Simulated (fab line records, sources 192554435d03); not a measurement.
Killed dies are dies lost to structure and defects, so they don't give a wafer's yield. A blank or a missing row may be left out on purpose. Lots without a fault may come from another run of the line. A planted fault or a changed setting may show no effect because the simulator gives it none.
Split-lot experiment | flow n5_finfet | 7 lots, 39 wafers read, on a route of 1938 steps

THE SPLIT
At N5_HKMG_FIN_HK_ALD_01 (deposits HfO2, target thk 1.6 nm, pulse time 3 s, purge time 3 s), the setting ald_cycles was moved away from the recipe's 30 on 6 of the 39 wafers read, by -23.3% to +36.7%. The other wafers ran this setting at the recipe's value.

FROM THE SPLIT TO THE READING: what the file shows between them, 4 steps
- N5_HKMG_FIN_HK_ANNEAL_02: time 30 s
- N5_HKMG_FIN_ALD_74: deposits La2O3, target thk 0.5 nm, pulse time 6 s, co reactant pulse time 1 s
- N5_HKMG_FIN_WET_ETCH_82: etches La2O3 in dHCl, stops on HfO2, target depth 2 nm, rinse time 30 s
- N5_HKMG_FIN_ALD_36: deposits TiN, target thk 1 nm, pulse time 1 s, purge time 3 s

THE READING
HK_THK, in nm, at N5_HKMG_FIN_THK_MEAS_70 (measures by xrf). Fault-free wafers of this fab line usually give 1.600 nm, standard deviation 0.02 nm.

wafer  | tool, chamber at the split | ald_cycles as run | against the recipe | HK_THK, nm | against lot-mates on the recipe
L076.1 | ald_hk-02, 0,3,1,2,0,3     | 30                | recipe             | 1.619      | -
L076.2 | ald_hk-02, 0,3,1,2,0,3     | 30                | recipe             | 1.598      | -
L076.3 | ald_hk-02, 0,3,1,2,0,3     | 30                | recipe             | 1.624      | -
L076.4 | ald_hk-02, 0,3,1,2,0,3     | 30                | recipe             | 1.608      | -
L076.5 | ald_hk-02, 0,3,1,2,0,3     | 30                | recipe             | 1.590      | -
L076.6 | ald_hk-02, 0,3,1,2,0,3     | 30                | recipe             | 1.588      | -
L077.1 | ald_hk-03, 2,0,3           | 30                | recipe             | 1.617      | -
L077.2 | ald_hk-03, 0,3,1           | 23                | -23.3%             | 1.242      | -0.359
L077.3 | ald_hk-03, 0,3,1           | 23                | -23.3%             | 1.213      | -0.388
L077.4 | ald_hk-03, 0,3,1           | 23                | -23.3%             | 1.204      | -0.397
L077.5 | ald_hk-03, 2,0,3           | 30                | recipe             | 1.592      | -
L077.6 | ald_hk-03, 2,0,3           | 30                | recipe             | 1.594      | -
L086.1 | ald_hk-01, 3,1,0,2,3,2     | 30                | recipe             | 1.585      | -
L086.2 | ald_hk-01, 3,1,0,2,3,2     | 30                | recipe             | 1.590      | -
L086.3 | ald_hk-01, 3,1,0,2,3,2     | 30                | recipe             | 1.602      | -
L086.4 | ald_hk-01, 3,1,0,2,3,2     | 30                | recipe             | 1.581      | -
L086.5 | ald_hk-01, 3,1,0,2,3,2     | 30                | recipe             | 1.585      | -
L086.6 | ald_hk-01, 3,1,0,2,3,2     | 30                | recipe             | 1.611      | -
L087.1 | ald_hk-01, 0,1,2,3,1,2     | 30                | recipe             | 1.604      | -
L087.2 | ald_hk-01, 0,1,2,3,1,2     | 30                | recipe             | 1.593      | -
L087.3 | ald_hk-01, 0,1,2,3,1,2     | 30                | recipe             | 1.612      | -
L087.4 | ald_hk-01, 0,1,2,3,1,2     | 30                | recipe             | 1.607      | -
L087.5 | ald_hk-01, 0,1,2,3,1,2     | 30                | recipe             | 1.600      | -
L087.6 | ald_hk-01, 0,1,2,3,1,2     | 30                | recipe             | 1.595      | -
L091.1 | ald_hk-03, 1,3,0           | 30                | recipe             | 1.620      | -
L091.2 | ald_hk-03, 0,3,2           | 41                | +36.7%             | 2.219      | +0.603
L091.3 | ald_hk-03, 0,3,2           | 41                | +36.7%             | 2.205      | +0.589
L091.4 | ald_hk-03, 0,3,2           | 41                | +36.7%             | 2.209      | +0.593
L091.5 | ald_hk-03, 1,3,0           | 30                | recipe             | 1.618      | -
L091.6 | ald_hk-03, 1,3,0           | 30                | recipe             | 1.610      | -
L092.1 | ald_hk-03, 1,0,2,3,3,0     | 30                | recipe             | 1.615      | -
L092.2 | ald_hk-03, 1,0,2,3,3,0     | 30                | recipe             | 1.571      | -
L092.3 | ald_hk-03, 1,0,2,3,3,0     | 30                | recipe             | 1.605      | -
L092.4 | ald_hk-03, 1,0,2,3,3,0     | 30                | recipe             | 1.591      | -
L092.5 | ald_hk-03, 1,0,2,3,3,0     | 30                | recipe             | 1.612      | -
L092.6 | ald_hk-03, 1,0,2,3,3,0     | 30                | recipe             | 1.600      | -
L096.2 | ald_hk-03, 3,0,0           | 30                | recipe             | 1.610      | -
L096.4 | ald_hk-03, 3,0,0           | 30                | recipe             | 1.606      | -
L096.6 | ald_hk-03, 3,0,0           | 30                | recipe             | 1.616      | -
Where a row lists several chambers, the file gives one row for several wafers and doesn't say which wafer went through which chamber.

THE FIT
A straight line over all 39 wafers: HK_THK changes by +0.0165 nm for each +1% of ald_cycles; r = +1.00; the points scatter about the line by 0.013 nm.
The same after taking each lot's own level away (the mean of its wafers on the recipe; 39 wafers): +0.0163 nm for each +1%; r = +1.00; scatter 0.011 nm.
On that fit, the largest move of ald_cycles shifts the reading by 0.6 nm.
The lots' own levels span 1.5923 to 1.6160 nm, that is 1.2 times the standard deviation above.
So the lot-to-lot level changes the slope little: the two slopes agree.
Check: with one of the wafers moved furthest among these (+36.7%) left out of the fit, the line predicts +0.594 nm for it against its lot-mates. It came out at +0.603 nm against them.

OTHER SPLITS ON THESE WAFERS
These wafers also went through other splits before the reading. Each is held against what the fit with the lots' levels taken away leaves over:
other split on the same wafers        | wafers away from the commonest value | r with HK_THK (lot level and that fit taken away)
N5_FIN_SAQP_SPACER1_ALD_24 ald_cycles | 15                                   | +0.03
N5_SD_EPI_N_ETCH_16 target_depth_a    | 12                                   | -0.04

THE WHOLE CHAIN: every reading that the file lists as answering this split, in the file's order
step                    | what it does                                                     | reading                                                                            | change (the file's fit)                | r (the file's)
N5_HKMG_FIN_HK_ALD_01   | deposits HfO2, target thk 1.6 nm, pulse time 3 s, purge time 3 s | HfO2_of_HKMG_FIN_HK_ALD_01.thk_nm (the simulator's own value, which no gauge read) | +0.0166 nm for each +1% of the setting | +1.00
N5_HKMG_FIN_THK_MEAS_70 | measures by xrf                                                  | HK_THK                                                                             | +0.0163 for each +1% of the setting    | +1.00

THE FILE'S OWN FIT
HK_THK changes by +0.0163 nm for each +1% of ald_cycles, r = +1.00.
